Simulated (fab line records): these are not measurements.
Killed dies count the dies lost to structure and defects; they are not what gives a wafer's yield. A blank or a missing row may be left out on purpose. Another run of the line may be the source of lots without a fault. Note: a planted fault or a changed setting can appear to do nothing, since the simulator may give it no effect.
fab line records	flow n5Finfet
record lots=24	wafers=72	lastDay=17
route steps=1938 shown BEOL_M4@1091 BEOL_M5@1128
lots that met no fault: from a run of the same line without faults
startH: start of the lot's first displayed wafer, in hours after the record's first day	waitH: hours since the lot's step before	" as in the row above	L1.1+2: a single row standing in for several wafers	- value missing, or start not given	* or withheld: withheld	< > ~ a bound
route shown NAME@n: a module of which the file shows steps, and the number in the route of the first	usual: mean and standard deviation over wafers with no fault	same: alike in all rows	chamber/n: place in a boat	sites: readings site by site	_std_site: the standard deviation of these	_edge_site: the outer-site mean with the inner-site mean subtracted	radiusMm: for every site, how far away it sits from the centre of the wafer	mask NAME#n: copy n	behind: the tool/chamber that last shaped the wafer	hold: why the lot was held/for how many hours/how that ended	device: whichever transistor did not switch (one of n, p or np)	end of line: tests run on the same wafers once the route is complete	for a step that has no rows: nothing shown but its recipe	killed: the dies lost at the first sort to structure and to defects; this is not the yield of the wafer	map: the dies of a wafer, with x for killed, . for not killed, _ for no die there
set.NAME: the setting that was run; set.NAME@STEP: the one run at that earlier step	model.NAME: the simulator's own value behind a step, which no gauge read
one table for each step of the route and one row for each wafer, over a sample of lots
services: the hour from which a tool's chamber was out of use, counted from the record's first day as startH (under 0 if before that day), plus the number of hours and why
## steps
# step N5_BEOL_M4_ANNEAL_87
# recipe tempC=400	timeS=240	ambient=vacuum
# usual heaterPowerW=851/93
lot.wafer	tool	chamber	startH	waitH	heaterPowerW
L074.2	pvdSputter-02	-	177.52	0.0	783
L074.4	"	-	"	"	772
L074.5	"	-	"	"	827
L076.2	pvdSputter-03	-	182.76	0.0	927
L076.5	"	-	"	"	821
L076.6	"	-	"	"	907
L075.3	pvdSputter-01	-	186.45	0.0	976
L075.5	"	-	"	"	987
L075.6	"	-	"	"	889
L077.2	pvdSputter-02	-	192.89	0.0	764
L077.4	"	-	"	"	782
L077.6	"	-	"	"	779
L078.3	pvdSputter-01	-	203.72	0.0	983
L078.4	"	-	"	"	843
L078.6	"	-	"	"	680
L079.2	pvdSputter-03	-	203.87	0.0	946
L079.3	"	-	"	"	813
L079.4	"	-	"	"	945
L080.2	pvdSputter-03	-	207.03	0.0	830
L080.4	"	-	"	"	826
L080.6	"	-	"	"	899
L081.1	pvdSputter-01	-	218.80	0.0	877
L081.4	"	-	"	"	983
L081.6	"	-	"	"	988
L083.3	pvdSputter-03	-	226.76	0.0	814
L083.4	"	-	"	"	820
L083.5	"	-	"	"	823
L082.2	pvdSputter-03	-	234.44	0.0	819
L082.5	"	-	"	"	796
L082.6	"	-	"	"	897
L084.2	pvdSputter-01	-	235.80	0.0	666
L084.4	"	-	"	"	974
L084.6	"	-	"	"	832
L085.1	pvdSputter-03	-	237.96	0.0	821
L085.2	"	-	"	"	836
L085.6	"	-	"	"	906
L087.1	pvdSputter-01	-	239.62	0.0	668
L087.5	"	-	"	"	664
L087.6	"	-	"	"	844
L086.2	pvdSputter-03	-	247.44	0.0	821
L086.3	"	-	"	"	794
L086.6	"	-	"	"	814
L089.2	pvdSputter-01	-	255.15	0.0	666
L089.4	"	-	"	"	843
L089.5	"	-	"	"	808
L088.1	pvdSputter-01	-	269.90	0.0	818
L088.2	"	-	"	"	978
L088.3	"	-	"	"	651
L090.2	pvdSputter-01	-	273.24	0.0	668
L090.3	"	-	"	"	860
L090.6	"	-	"	"	672
L091.2	pvdSputter-01	-	277.14	0.0	665
L091.3	"	-	"	"	1005
L091.6	"	-	"	"	846
L092.2	pvdSputter-03	-	277.70	0.0	931
L092.3	"	-	"	"	827
L092.4	"	-	"	"	905
L093.1	pvdSputter-02	-	278.73	0.0	1013
L093.2	"	-	"	"	835
L093.5	"	-	"	"	778
L094.1	pvdSputter-02	-	296.00	0.0	815
L094.5	"	-	"	"	985
L094.6	"	-	"	"	812
L095.1	pvdSputter-01	-	297.69	0.0	673
L095.3	"	-	"	"	905
L095.4	"	-	"	"	978
L096.1	pvdSputter-01	-	300.01	0.0	669
L096.3	"	-	"	"	888
L096.4	"	-	"	"	957
L097.2	pvdSputter-03	-	307.81	0.0	826
L097.4	"	-	"	"	912
L097.5	"	-	"	"	906
# step N5_BEOL_M4_CMP_52
# recipe stopOn=SiOC	tOverpolishS=6.8	downForcePsi=1	platenRpm=50	clearingPlatenDownForcePsi=1.5	clearingPlatenRpm=50	postCmpClean=cuAlkaline	targetThkNm=40	clearingPlatenPadVelocityMS=0.99484	padVelocityMS=0.99484
# usual barrierFieldEndpointS=25.1/0.73	clearingPlatenDownForcePsi=1.500/0.003	clearingPlatenRpm=50.000/0.027	edgeZonePressureFrac=1.000/0.0051	motorCurrentA=6.0/0.5	overpolishRunS=6.800/0.0093	timeToEndpointS=64/3.5
# same tOverpolishS=6.8
lot.wafer	tool	chamber	startH	waitH	barrierFieldEndpointS	clearingPlatenDownForcePsi	clearingPlatenRpm	edgeZonePressureFrac	motorCurrentA	overpolishRunS	timeToEndpointS
L074.2	cmp-04	1	179.11	0.3	25.6	1.499	49.991	0.999	5.7	6.791	66
L074.4	"	2	"	"	25.1	1.495	50.011	1.007	6.7	6.790	63
L074.5	"	1	"	"	25.9	1.499	50.006	0.995	5.6	6.785	66
L076.2	cmp-04	2	184.31	0.2	24.7	1.496	49.986	1.004	7.1	6.815	62
L076.6	"	1	"	"	26.4	1.497	49.969	0.985	5.9	6.802	66
L076.5	"	2	"	"	25.1	1.498	50.016	1.000	6.9	6.800	63
L075.3	cmp-04	1	188.08	0.3	25.2	1.497	49.998	1.004	5.8	6.789	61
L075.6	"	2	"	"	24.4	1.502	50.018	1.000	6.8	6.804	60
L075.5	"	3	"	"	26.3	1.503	49.998	0.996	6.0	6.793	62
L077.4	cmp-02	3	194.41	0.1	24.7	1.501	50.036	0.995	5.8	6.784	60
L077.2	"	2	"	"	24.2	1.501	49.979	0.999	6.1	6.805	64
L077.6	"	0	"	"	24.9	1.503	49.972	1.000	6.6	6.801	62
L078.3	cmp-03	0	205.23	0.2	25.5	1.499	50.016	0.994	5.4	6.793	65
L078.4	"	3	"	"	24.8	1.503	50.022	1.000	6.1	6.787	57
L078.6	"	0	"	"	25.7	1.501	49.963	0.991	5.5	6.799	66
L079.2	cmp-02	1	205.63	0.2	25.0	1.499	50.001	0.998	5.6	6.784	64
L079.3	"	3	"	"	25.5	1.501	49.950	0.992	5.5	6.791	63
L079.4	"	0	"	"	25.7	1.501	50.019	1.002	6.6	6.797	60
L080.4	cmp-04	3	208.76	0.1	25.6	1.498	50.023	1.007	6.5	6.793	66
L080.2	"	0	"	"	26.1	1.496	50.046	0.999	5.5	6.799	68
L080.6	"	0	"	"	25.9	1.500	50.013	1.008	5.5	6.796	69
L081.1	cmp-04	3	220.31	0.3	25.2	1.504	49.970	0.999	6.2	6.806	66
L081.4	"	0	"	"	26.0	1.495	49.965	1.006	5.6	6.797	68
L081.6	"	3	"	"	25.6	1.503	50.014	0.996	6.2	6.797	66
L083.3	cmp-04	3	228.27	0.2	24.7	1.493	49.948	0.988	5.9	6.793	64
L083.4	"	0	"	"	25.3	1.500	50.015	0.999	5.7	6.814	65
L083.5	"	0	"	"	25.8	1.500	49.983	1.006	5.4	6.798	68
L082.2	cmp-04	2	235.95	0.2	24.1	1.500	50.013	1.004	6.7	6.799	59
L082.5	"	2	"	"	23.5	1.504	49.989	1.007	7.1	6.802	61
L082.6	"	3	"	"	24.9	1.503	50.010	1.001	6.1	6.809	65
L084.2	cmp-02	0	237.35	0.2	24.3	1.501	50.006	0.993	6.5	6.787	63
L084.4	"	1	"	"	24.6	1.500	50.014	1.005	5.8	6.805	64
L084.6	"	0	"	"	24.8	1.496	49.957	0.997	6.4	6.801	64
L085.1	cmp-02	3	239.56	0.3	24.2	1.495	49.984	1.000	5.7	6.797	61
L085.2	"	1	"	"	25.1	1.502	49.991	0.998	5.9	6.813	66
L085.6	"	3	"	"	25.8	1.502	49.987	0.994	5.9	6.800	64
L087.1	cmp-03	0	241.24	0.4	25.3	1.497	49.998	1.006	5.7	6.809	64
L087.6	"	1	"	"	25.2	1.500	50.034	1.004	5.2	6.812	60
L087.5	"	2	"	"	24.7	1.505	50.036	0.997	5.3	6.795	58
L086.2	cmp-04	0	248.99	0.2	25.6	1.498	49.981	1.004	5.4	6.800	70
L086.3	"	1	"	"	25.5	1.498	50.027	0.998	5.6	6.795	66
L086.6	"	3	"	"	25.5	1.498	49.980	1.000	6.4	6.797	69
L089.4	cmp-04	1	256.74	0.2	25.8	1.497	50.031	1.000	6.0	6.802	65
L089.2	"	2	"	"	25.1	1.498	50.022	0.995	6.8	6.810	61
L089.5	"	3	"	"	25.0	1.499	50.017	0.994	6.1	6.808	65
L088.2	cmp-04	3	271.60	0.4	24.3	1.499	49.968	0.997	5.8	6.780	68
L088.1	"	0	"	"	25.2	1.500	49.963	1.003	5.6	6.790	70
L088.3	"	1	"	"	24.8	1.499	49.982	0.993	5.9	6.812	67
L090.2	cmp-02	2	274.85	0.3	26.2	1.497	50.057	1.001	6.2	6.804	70
L090.3	"	3	"	"	26.3	1.500	49.984	1.000	5.9	6.802	67
L090.6	"	1	"	"	25.4	1.503	50.014	0.997	6.1	6.799	67
L091.3	cmp-04	3	278.65	0.2	24.6	1.490	49.990	0.998	6.2	6.795	67
L091.2	"	2	"	"	24.4	1.501	49.946	0.992	7.1	6.797	60
L091.6	"	0	"	"	25.9	1.501	49.987	1.006	5.8	6.803	65
L092.3	cmp-04	0	279.47	0.4	26.3	1.496	49.978	1.000	5.5	6.815	70
L092.2	"	1	"	"	25.6	1.496	50.008	1.001	5.8	6.801	67
L092.4	"	2	"	"	25.1	1.501	50.032	1.008	7.3	6.788	64
L093.2	cmp-04	3	280.28	0.2	25.2	1.497	50.011	1.001	5.9	6.809	63
L093.1	"	1	"	"	25.0	1.497	49.973	0.997	5.8	6.804	63
L093.5	"	2	"	"	24.8	1.500	49.998	1.004	7.0	6.789	59
L094.1	cmp-03	0	297.87	0.3	23.9	1.500	50.027	1.000	5.5	6.800	60
L094.6	"	2	"	"	23.8	1.500	50.006	1.004	5.6	6.783	57
L094.5	"	3	"	"	23.8	1.502	50.003	0.997	5.8	6.804	55
L095.1	cmp-04	2	299.40	0.3	25.1	1.496	49.990	1.002	7.1	6.804	60
L095.4	"	0	"	"	25.9	1.501	50.001	1.003	5.5	6.797	67
L095.3	"	1	"	"	25.4	1.502	50.007	1.004	5.9	6.782	64
L096.1	cmp-03	3	301.52	0.3	23.8	1.497	49.989	1.006	6.2	6.803	58
L096.4	"	0	"	"	25.9	1.498	49.987	1.001	5.7	6.807	65
L096.3	"	1	"	"	24.6	1.498	49.969	1.011	5.4	6.819	62
L097.2	cmp-04	2	309.36	0.2	24.6	1.503	49.996	1.008	6.7	6.797	63
L097.4	"	3	"	"	25.5	1.504	50.026	1.006	6.0	6.797	64
L097.5	"	1	"	"	25.2	1.504	49.992	1.005	5.9	6.813	64
# step N5_BEOL_M5_INSPECT_13
# recipe mode=adi	inspectInstrument=brightfield
# usual rawDefectCount=446/110
lot.wafer	tool	chamber	startH	waitH	rawDefectCount
L074.2	defectInspect-01	-	182.01	0.0	319
L074.4	"	-	"	"	387
L074.5	"	-	"	"	417
L076.2	defectInspect-01	-	189.25	0.0	409
L076.5	"	-	"	"	467
L076.6	"	-	"	"	428
L075.3	defectInspect-01	-	190.71	0.0	348
L075.5	"	-	"	"	410
L075.6	"	-	"	"	278
L077.2	defectInspect-01	-	197.25	0.0	387
L077.4	"	-	"	"	337
L077.6	"	-	"	"	400
L078.3	defectInspect-02	-	208.61	0.0	382
L078.4	"	-	"	"	530
L078.6	"	-	"	"	526
L079.2	defectInspect-02	-	209.05	0.0	321
L079.3	"	-	"	"	325
L079.4	"	-	"	"	324
L080.2	defectInspect-02	-	212.05	0.0	832
L080.4	"	-	"	"	516
L080.6	"	-	"	"	408
L081.1	defectInspect-02	-	224.26	0.1	573
L081.4	"	-	"	"	574
L081.6	"	-	"	"	421
L083.3	defectInspect-01	-	233.36	0.1	481
L083.4	"	-	"	"	600
L083.5	"	-	"	"	439
L082.2	defectInspect-01	-	241.58	0.0	455
L082.5	"	-	"	"	407
L082.6	"	-	"	"	414
L084.2	defectInspect-01	-	241.62	0.0	477
L084.4	"	-	"	"	446
L084.6	"	-	"	"	378
L085.1	defectInspect-01	-	242.73	0.1	493
L085.2	"	-	"	"	410
L085.6	"	-	"	"	345
L087.1	defectInspect-02	-	245.45	0.1	463
L087.5	"	-	"	"	509
L087.6	"	-	"	"	370
L086.2	defectInspect-01	-	251.82	0.0	549
L086.3	"	-	"	"	459
L086.6	"	-	"	"	415
L089.2	defectInspect-02	-	259.77	0.0	541
L089.4	"	-	"	"	420
L089.5	"	-	"	"	334
L088.1	defectInspect-02	-	275.06	0.1	356
L088.2	"	-	"	"	504
L088.3	"	-	"	"	317
L090.2	defectInspect-01	-	279.32	0.0	413
L090.3	"	-	"	"	393
L090.6	"	-	"	"	386
L091.2	defectInspect-01	-	283.00	0.0	498
L091.3	"	-	"	"	475
L091.6	"	-	"	"	604
L092.2	defectInspect-02	-	283.04	0.0	613
L092.3	"	-	"	"	471
L092.4	"	-	"	"	482
L093.1	defectInspect-02	-	283.81	0.1	415
L093.2	"	-	"	"	499
L093.5	"	-	"	"	728
L094.1	defectInspect-02	-	300.51	0.1	681
L094.5	"	-	"	"	422
L094.6	"	-	"	"	698
L095.1	defectInspect-01	-	302.26	0.1	362
L095.3	"	-	"	"	412
L095.4	"	-	"	"	413
L096.1	defectInspect-02	-	304.51	0.1	315
L096.3	"	-	"	"	320
L096.4	"	-	"	"	342
L097.2	defectInspect-02	-	313.97	0.0	346
L097.4	"	-	"	"	342
L097.5	"	-	"	"	204
# step N5_BEOL_M5_HM_OPEN_17
# recipe chemistry=Cl2/BCl3	targetDepthA=200	overetchA=60	target=TiN	maskMaterial=SOC	ionEnergyEv=150	pressureMtorr=10	icpW=1000	biasW=126	Cl2_flow_sccm=53.25	bcl3FlowSccm=21.75	Ar_flow_sccm=25
# usual chamberPressureMTorr=10.000/0.0092	drypumpMotorCurrentA=6.3/0.39	mfcArSccm=24.99/0.069	mfcCl2Sccm=53.26/0.15	oesProductAu=0.66/0.11	throttleValvePct=22.05/0.14
lot.wafer	tool	chamber	startH	waitH	chamberPressureMTorr	drypumpMotorCurrentA	mfcArSccm	mfcCl2Sccm	oesProductAu	rfHoursCounterH	throttleValvePct
L074.2	rieMetal-02	0	182.29	0.0	10.003	5.9	25.06	53.27	0.57	87	22.15
L074.4	"	1	"	"	10.001	6.6	25.00	53.31	0.70	-	22.05
L074.5	"	0	"	"	10.012	5.9	24.94	53.28	0.57	-	22.14
L076.2	rieMetal-01	0	189.65	0.1	9.987	6.2	25.03	53.41	0.53	-	22.19
L076.5	"	0	"	"	9.994	6.3	25.00	53.42	0.53	-	22.19
L076.6	"	0	"	"	9.997	6.3	24.93	53.47	0.53	-	22.22
L075.3	rieMetal-01	0	191.15	0.1	9.991	6.3	25.00	53.44	0.53	-	22.19
L075.5	"	0	"	"	10.004	6.3	25.05	53.34	0.53	-	22.19
L075.6	"	0	"	"	10.019	6.3	25.13	53.26	0.53	-	22.20
L077.2	rieMetal-02	1	197.53	0.0	10.007	6.5	24.96	53.16	0.68	32	22.06
L077.4	"	0	"	"	9.996	5.9	24.94	53.27	0.57	-	22.13
L077.6	"	0	"	"	10.010	5.9	24.86	53.31	0.56	-	22.14
L078.3	rieMetal-02	1	208.92	0.1	10.012	6.5	25.18	53.28	0.69	-	22.06
L078.4	"	0	"	"	10.005	5.9	24.95	53.03	0.57	-	22.15
L078.6	"	1	"	"	10.022	6.5	25.08	53.23	0.70	-	22.05
L079.2	rieMetal-01	0	209.40	0.0	10.002	6.3	24.88	53.01	0.54	119	22.18
L079.3	"	0	"	"	10.007	6.3	24.92	53.27	0.54	-	22.20
L079.4	"	1	"	"	10.002	6.6	25.02	53.35	0.86	-	21.87
L080.2	rieMetal-01	1	212.42	0.0	9.987	6.6	24.96	53.07	0.85	1	21.85
L080.4	"	1	"	"	9.989	6.6	24.91	53.23	0.85	-	21.88
L080.6	"	1	"	"	9.991	6.6	25.05	52.85	0.86	-	21.85
L081.1	rieMetal-01	0	224.92	0.0	9.990	6.3	24.94	52.87	0.53	121	22.21
L081.4	"	1	"	"	10.007	6.6	24.88	53.18	0.83	-	21.88
L081.6	"	1	"	"	9.996	6.6	24.84	53.42	0.83	-	21.89
L083.3	rieMetal-02	1	233.67	0.1	10.003	6.6	25.06	53.39	0.69	-	22.07
L083.4	"	0	"	"	9.978	5.9	25.00	53.17	0.56	-	22.16
L083.5	"	1	"	"	9.984	6.5	25.13	53.38	0.69	-	22.06
L082.2	rieMetal-03	1	241.94	0.0	10.002	6.5	25.02	53.07	0.71	27	21.84
L082.5	"	0	"	"	10.007	5.4	25.11	53.20	0.61	-	22.20
L082.6	"	1	"	"	9.996	6.5	25.02	53.26	0.70	-	21.84
L084.2	rieMetal-01	0	242.15	0.0	9.995	6.2	25.13	53.16	0.53	122	22.22
L084.4	"	0	"	"	10.002	6.2	24.98	53.32	0.53	-	22.20
L084.6	"	1	"	"	9.996	6.6	24.99	53.43	0.81	-	21.90
L085.1	rieMetal-01	0	243.02	0.0	9.995	6.2	24.92	53.44	0.53	122	22.19
L085.2	"	1	"	"	9.998	6.6	25.07	53.20	0.82	3	21.87
L085.6	"	1	"	"	10.008	6.6	25.00	53.20	0.82	-	21.87
L087.1	rieMetal-03	1	245.91	0.0	10.008	6.5	24.98	53.06	0.70	28	21.84
L087.5	"	1	"	"	9.991	6.5	25.07	53.16	0.72	-	21.82
L087.6	"	0	"	"	10.003	5.4	25.14	53.38	0.61	-	22.17
L086.2	rieMetal-03	1	252.11	0.0	9.989	6.5	24.95	53.17	0.69	29	21.85
L086.3	"	0	"	"	10.001	5.4	25.02	53.52	0.61	-	22.18
L086.6	"	0	"	"	10.005	5.4	25.02	53.59	0.61	-	22.17
L089.2	rieMetal-03	0	260.05	0.0	9.993	5.4	24.96	53.14	0.60	68	22.17
L089.4	"	1	"	"	9.985	6.4	24.99	53.22	0.70	-	21.86
L089.5	"	0	"	"	9.999	5.4	24.98	53.18	0.60	-	22.17
L088.1	rieMetal-01	1	275.34	0.0	9.984	6.6	24.96	53.32	0.80	6	21.88
L088.2	"	1	"	"	9.999	6.6	25.07	53.40	0.80	-	21.88
L088.3	"	1	"	"	10.009	6.6	25.05	53.56	0.80	-	21.88
L090.2	rieMetal-01	1	279.68	0.1	9.996	6.6	24.95	53.09	0.79	-	21.92
L090.3	"	1	"	"	10.003	6.6	25.03	53.18	0.79	-	21.90
L090.6	"	1	"	"	10.006	6.6	25.04	53.44	0.78	-	21.90
L091.2	rieMetal-02	0	283.29	0.0	9.984	5.9	24.92	53.23	0.56	98	22.16
L091.3	"	0	"	"	9.991	5.9	24.92	53.21	0.55	-	22.16
L091.6	"	1	"	"	9.992	6.5	25.08	53.37	0.68	-	22.06
L092.2	rieMetal-02	0	283.49	0.0	9.993	5.9	24.92	53.26	0.55	98	22.18
L092.3	"	1	"	"	9.995	6.5	24.91	53.09	0.68	-	22.07
L092.4	"	0	"	"	10.009	5.9	24.89	53.32	0.56	-	22.18
L093.1	rieMetal-01	1	284.21	0.0	10.008	6.5	24.98	53.14	0.80	8	21.87
L093.2	"	1	"	"	9.988	6.6	24.96	53.09	0.80	-	21.89
L093.5	"	1	"	"	10.007	6.5	24.95	53.29	0.79	-	21.88
L094.1	rieMetal-01	1	300.79	0.0	10.007	6.6	24.90	53.46	0.78	10	21.89
L094.5	"	1	"	"	10.004	6.6	25.09	53.33	0.78	-	21.88
L094.6	"	0	"	"	10.011	6.2	25.07	53.61	0.85	-	22.01
L095.1	rieMetal-02	0	302.55	0.0	9.996	5.8	24.97	53.38	0.55	100	22.19
L095.3	"	1	"	"	10.002	6.5	24.88	53.15	0.67	-	22.07
L095.4	"	0	"	"	9.999	5.9	25.03	53.18	0.56	-	22.16
L096.1	rieMetal-02	0	304.79	0.0	9.989	5.9	24.99	53.07	0.55	100	22.17
L096.3	"	0	"	"	9.998	5.9	25.02	53.31	0.55	-	22.17
L096.4	"	1	"	"	9.998	6.5	25.02	53.36	0.67	-	22.07
L097.2	rieMetal-03	0	314.28	0.0	10.007	5.4	25.02	53.31	0.60	74	22.20
L097.4	"	1	"	"	9.987	6.5	25.07	53.13	0.69	-	21.87
L097.5	"	0	"	"	10.000	5.4	25.04	53.41	0.60	-	22.20
# step N5_BEOL_M5_CD_MEAS_35
# recipe targetCdNm=28	targetCdYNm=24	polarity=opening
# usual cdNm=27.9/0.37
lot.wafer	tool	chamber	startH	waitH	cdNm
L074.2	cdSem-01	-	183.78	0.0	27.9
L074.4	"	-	"	"	27.5
L074.5	"	-	"	"	27.7
L076.2	cdSem-02	-	191.16	0.0	28.0
L076.5	"	-	"	"	28.1
L076.6	"	-	"	"	28.1
L075.3	cdSem-01	-	192.95	0.0	27.7
L075.5	"	-	"	"	27.8
L075.6	"	-	"	"	28.2
L077.2	cdSem-01	-	198.72	0.0	27.9
L077.4	"	-	"	"	28.3
L077.6	"	-	"	"	28.4
L078.3	cdSem-02	-	211.07	0.0	28.0
L078.4	"	-	"	"	28.2
L078.6	"	-	"	"	27.7
L079.2	cdSem-03	-	211.15	0.0	28.1
L079.3	"	-	"	"	28.1
L079.4	"	-	"	"	28.1
L080.2	cdSem-03	-	215.28	0.0	27.3
L080.4	"	-	"	"	27.4
L080.6	"	-	"	"	27.0
L081.1	cdSem-01	-	226.38	0.0	27.6
L081.4	"	-	"	"	27.9
L081.6	"	-	"	"	27.3
L083.3	cdSem-03	-	235.80	0.0	27.9
L083.4	"	-	"	"	28.1
L083.5	"	-	"	"	28.8
L084.2	cdSem-01	-	244.69	0.0	27.8
L084.4	"	-	"	"	27.6
L084.6	"	-	"	"	27.5
L082.2	cdSem-01	-	245.08	0.0	27.4
L082.5	"	-	"	"	27.7
L082.6	"	-	"	"	28.2
L085.1	cdSem-01	-	245.21	0.0	27.5
L085.2	"	-	"	"	27.9
L085.6	"	-	"	"	27.3
L087.1	cdSem-01	-	250.85	0.0	27.3
L087.5	"	-	"	"	27.4
L087.6	"	-	"	"	27.8
L086.2	cdSem-02	-	253.48	0.0	28.2
L086.3	"	-	"	"	28.2
L086.6	"	-	"	"	28.7
L089.2	cdSem-02	-	262.19	0.0	28.1
L089.4	"	-	"	"	27.4
L089.5	"	-	"	"	27.4
L088.1	cdSem-01	-	276.77	0.0	27.6
L088.2	"	-	"	"	27.8
L088.3	"	-	"	"	27.4
L090.2	cdSem-03	-	283.42	0.0	27.8
L090.3	"	-	"	"	27.9
L090.6	"	-	"	"	27.9
L091.2	cdSem-03	-	284.74	0.0	28.4
L091.3	"	-	"	"	28.1
L091.6	"	-	"	"	28.3
L092.2	cdSem-01	-	284.76	0.0	28.3
L092.3	"	-	"	"	27.7
L092.4	"	-	"	"	28.2
L093.1	cdSem-01	-	285.77	0.0	27.9
L093.2	"	-	"	"	28.3
L093.5	"	-	"	"	27.8
L094.1	cdSem-03	-	303.21	0.0	28.2
L094.5	"	-	"	"	28.3
L094.6	"	-	"	"	28.0
L095.1	cdSem-01	-	303.76	0.0	28.1
L095.3	"	-	"	"	27.9
L095.4	"	-	"	"	27.5
L096.1	cdSem-02	-	306.27	0.0	27.9
L096.3	"	-	"	"	27.9
L096.4	"	-	"	"	27.8
L097.2	cdSem-01	-	316.88	0.0	27.6
L097.4	"	-	"	"	27.5
L097.5	"	-	"	"	27.3
# step N5_BEOL_M5_SPUTTER_83
# recipe material=Cu	targetThkA=150	tempC=-20	chamberPressurePa=0.07	powerW=withheld	timeS=27.62
# usual chamberPressurePa=0.07002/0.00012	throttleValvePct=29.8/1.1
lot.wafer	tool	chamber	startH	waitH	chamberPressurePa	throttleValvePct
L074.2	pvdSputter-03	-	187.51	0.5	0.07022	30.0
L074.4	"	-	"	"	0.06987	30.0
L074.5	"	-	"	"	0.07011	30.3
L076.2	pvdSputter-03	-	194.43	0.5	0.07007	29.2
L076.5	"	-	"	"	0.07015	29.5
L076.6	"	-	"	"	0.06999	29.1
L075.3	pvdSputter-02	-	198.00	0.5	0.06989	28.4
L075.5	"	-	"	"	0.06998	29.4
L075.6	"	-	"	"	0.07005	30.0
L077.2	pvdSputter-02	-	202.67	0.5	0.07014	29.9
L077.4	"	-	"	"	0.07006	29.7
L077.6	"	-	"	"	0.06987	29.6
L078.3	pvdSputter-03	-	214.32	0.5	0.07005	30.4
L078.4	"	-	"	"	0.07029	30.5
L078.6	"	-	"	"	0.06999	29.7
L079.2	pvdSputter-02	-	214.60	0.5	0.07012	31.3
L079.3	"	-	"	"	0.07014	28.5
L079.4	"	-	"	"	0.07018	29.4
L080.2	pvdSputter-03	-	218.93	0.5	0.07022	30.3
L080.4	"	-	"	"	0.06994	30.1
L080.6	"	-	"	"	0.06989	29.5
L081.1	pvdSputter-02	-	229.96	0.5	0.07005	31.3
L081.4	"	-	"	"	0.07006	30.0
L081.6	"	-	"	"	0.07011	31.3
L083.3	pvdSputter-02	-	238.98	0.5	0.0701	28.0
L083.4	"	-	"	"	0.07004	31.4
L083.5	"	-	"	"	0.06986	28.5
L084.2	pvdSputter-02	-	248.03	0.5	0.07002	30.2
L084.4	"	-	"	"	0.0701	28.4
L084.6	"	-	"	"	0.07002	31.0
L082.2	pvdSputter-01	-	248.34	0.5	0.06989	30.9
L082.5	"	-	"	"	0.07003	29.1
L082.6	"	-	"	"	0.06983	30.9
L085.1	pvdSputter-03	-	250.71	0.5	0.07001	30.4
L085.2	"	-	"	"	0.06991	29.1
L085.6	"	-	"	"	0.07016	30.2
L087.1	pvdSputter-03	-	256.22	0.5	0.0701	29.3
L087.5	"	-	"	"	0.07002	29.6
L087.6	"	-	"	"	0.06997	29.1
L086.2	pvdSputter-02	-	256.81	0.5	0.07012	31.2
L086.3	"	-	"	"	0.06985	29.4
L086.6	"	-	"	"	0.07009	28.1
L089.2	pvdSputter-01	-	265.75	0.5	0.07012	29.3
L089.4	"	-	"	"	0.0701	31.8
L089.5	"	-	"	"	0.07002	31.1
L088.1	pvdSputter-03	-	281.37	0.5	0.06992	30.3
L088.2	"	-	"	"	0.0699	29.4
L088.3	"	-	"	"	0.07013	30.5
L090.2	pvdSputter-01	-	287.19	0.5	0.07005	32.2
L090.3	"	-	"	"	0.07004	31.2
L090.6	"	-	"	"	0.07023	31.1
L091.2	pvdSputter-02	-	288.36	0.5	0.06974	30.1
L091.3	"	-	"	"	0.06986	29.5
L091.6	"	-	"	"	0.07007	30.2
L092.2	pvdSputter-03	-	288.81	0.5	0.07001	29.2
L092.3	"	-	"	"	0.06995	28.9
L092.4	"	-	"	"	0.07028	30.5
L093.1	pvdSputter-01	-	291.62	0.5	0.06998	29.0
L093.2	"	-	"	"	0.07013	27.8
L093.5	"	-	"	"	0.0703	31.0
L094.1	pvdSputter-01	-	306.39	0.5	0.06999	30.8
L094.5	"	-	"	"	0.07008	30.9
L094.6	"	-	"	"	0.07001	29.2
L095.1	pvdSputter-02	-	307.62	0.5	0.06983	29.6
L095.3	"	-	"	"	0.06981	31.5
L095.4	"	-	"	"	0.06987	28.0
L096.1	pvdSputter-01	-	311.06	0.5	0.07012	31.9
L096.3	"	-	"	"	0.07006	30.9
L096.4	"	-	"	"	0.06983	27.8
L097.2	pvdSputter-01	-	320.35	0.5	0.06987	31.0
L097.4	"	-	"	"	0.07004	31.9
L097.5	"	-	"	"	0.07013	28.9
## services
tool	chamber	startH	hours	kind
pvdSputter-01	-	175.05	0.9	repair
cmp-04	-	175.23	1.2	repair
cmp-03	-	185.86	5.9	repair
rieMetal-01	1	186.07	-	clean
rieMetal-01	1	186.07	16.2	scheduledDown
rieMetal-01	1	186.07	16.2	ventCycle
cmp-02	-	187.40	2.3	repair
cmp-02	-	195.88	1.1	repair
cmp-03	-	203.28	1.0	repair
cmp-02	-	204.74	0.2	repair
cmp-03	-	208.51	0.7	repair
cmp-02	-	226.70	5.5	pm
cmp-03	-	228.00	4.0	pm
cmp-03	-	234.83	4.0	pm
cmp-03	-	241.71	8.8	pm
rieMetal-01	0	261.52	7.2	repair
cmp-03	-	276.12	4.4	repair
cmp-04	-	280.95	2.1	repair
cmp-02	-	294.69	4.3	pm
rieMetal-02	-	299.20	2.8	pm
cmp-02	-	304.26	4.0	pm
cmp-02	-	308.26	-	consumableReplace:conditioner
cmp-02	-	308.26	-	consumableReplace:pad
cmp-04	-	317.85	1.7	repair
## key
fault none
